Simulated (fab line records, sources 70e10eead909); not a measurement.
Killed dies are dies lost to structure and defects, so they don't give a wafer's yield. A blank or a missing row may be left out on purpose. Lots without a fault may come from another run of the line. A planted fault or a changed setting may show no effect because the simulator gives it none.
Which tool did it? | flow nand_harc | 11 lots, 33 wafers sampled, at 5 steps of a route of 1159

WHAT THE GAUGES READ, wafer by wafer
NHARC_END_SORT_01.
lot  | measured     | on        | killed_at_array
L278 | day 19 12:53 | prober-02 | 672 670 674
L277 | day 19 13:11 | prober-01 | 672 670 674
L288 | day 22 02:30 | prober-02 | 25 35 30
L291 | day 23 06:32 | prober-02 | 30 23 25

WHICH TOOL RAN EACH LOT (tool, then ch and the chambers of the sampled wafers, then the start)
lot  | NHARC_A_CONTACT_ETCH_122             | NHARC_A_CONTACT_ETCH_123             | NHARC_A_CONTACT_ETCH_90            | NHARC_A_CONTACT_ETCH_102
L276 | har_cap_etch-01 ch 0,1, day 16 06:15 | har_cap_etch-01 ch 0,1, day 16 06:23 | rie_diel-07 ch 0,1,3, day 16 06:56 | rie_diel-04 ch 0,1,3, day 16 07:27
L279 | har_cap_etch-03 ch 0,1, day 16 15:13 | har_cap_etch-03 ch 0,1, day 16 15:23 | rie_diel-04 ch 2,3, day 16 15:55   | rie_diel-08 ch 1,2,3, day 16 16:29
L278 | har_cap_etch-02 ch 0,1, day 16 15:20 | har_cap_etch-02 ch 0,1, day 16 15:25 | rie_diel-04 ch 2,3, day 16 16:02   | rie_diel-04 ch 0,1, day 16 16:37
L277 | har_cap_etch-01 ch 0,1, day 16 21:36 | har_cap_etch-01 ch 0,1, day 16 21:44 | rie_diel-07 ch 0,2,3, day 16 22:19 | rie_diel-07 ch 0,3, day 16 23:12
L280 | har_cap_etch-03 ch 0,1, day 16 22:13 | har_cap_etch-03 ch 0,1, day 16 22:23 | rie_diel-07 ch 0,1, day 16 22:56   | rie_diel-08 ch 0,2, day 16 23:32
L284 | har_cap_etch-03 ch 0,1, day 18 08:14 | har_cap_etch-03 ch 0,1, day 18 08:32 | rie_diel-04 ch 0,1,2, day 18 09:28 | rie_diel-07 ch 2,3, day 18 09:59
L288 | har_cap_etch-01 ch 0,1, day 19 11:58 | har_cap_etch-01 ch 0,1, day 19 12:03 | rie_diel-07 ch 0,1,2, day 19 12:39 | rie_diel-07 ch 1,2,3, day 19 13:12
L289 | har_cap_etch-03 ch 1, day 19 13:46   | har_cap_etch-03 ch 1, day 19 13:52   | rie_diel-07 ch 0,1,3, day 19 14:28 | rie_diel-07 ch 0,2, day 19 14:58
L291 | har_cap_etch-03 ch 0, day 19 21:20   | har_cap_etch-03 ch 0, day 19 21:26   | rie_diel-04 ch 0,2,3, day 19 22:02 | rie_diel-07 ch 1,2,3, day 19 22:41
L294 | har_cap_etch-01 ch 0,1, day 20 09:44 | har_cap_etch-01 ch 0,1, day 20 09:52 | rie_diel-07 ch 0,2,3, day 20 10:24 | rie_diel-07 ch 1,2,3, day 20 11:10
L297 | har_cap_etch-01 ch 0,1, day 21 18:53 | har_cap_etch-01 ch 0,1, day 21 19:01 | rie_diel-07 ch 0,3, day 21 19:34   | rie_diel-07 ch 0,1,3, day 21 20:05
- NHARC_A_CONTACT_ETCH_122: etches the open film in C4F8/O2/Ar, time 95 s, target depth 930 nm.
- NHARC_A_CONTACT_ETCH_123: etches the open film in C4F8/O2/Ar, time 253 s, target depth 1090 nm.
- NHARC_A_CONTACT_ETCH_90: etches the open film in CH3F/O2, target depth 40 nm, time 85.7 s.
- NHARC_A_CONTACT_ETCH_102: etches the open film in CF4/O2, target depth 70 nm, overetch 7 nm, time 38.5 s.

THE ANSWER, worked out from the rows above alone
Rule: what is usual is taken from the lots themselves. Put in order of their means at a reading, lots are off if they are a third of the lots or fewer, leave a main group of 4 or more, and stand apart from it by a gap of 3 or more times the standard deviation of the main group's means; of several such gaps the widest counts. A main group whose means are all the same, to the digits that the tables above print for the reading, isn't used. A lot without any number at a reading at which 4 lots or more have one is off too. The other lots that the step has rows for count as sound.
No lot is off at any reading shown: from this, nothing can be told.

WHAT THE SIMULATOR HAD PUT IN
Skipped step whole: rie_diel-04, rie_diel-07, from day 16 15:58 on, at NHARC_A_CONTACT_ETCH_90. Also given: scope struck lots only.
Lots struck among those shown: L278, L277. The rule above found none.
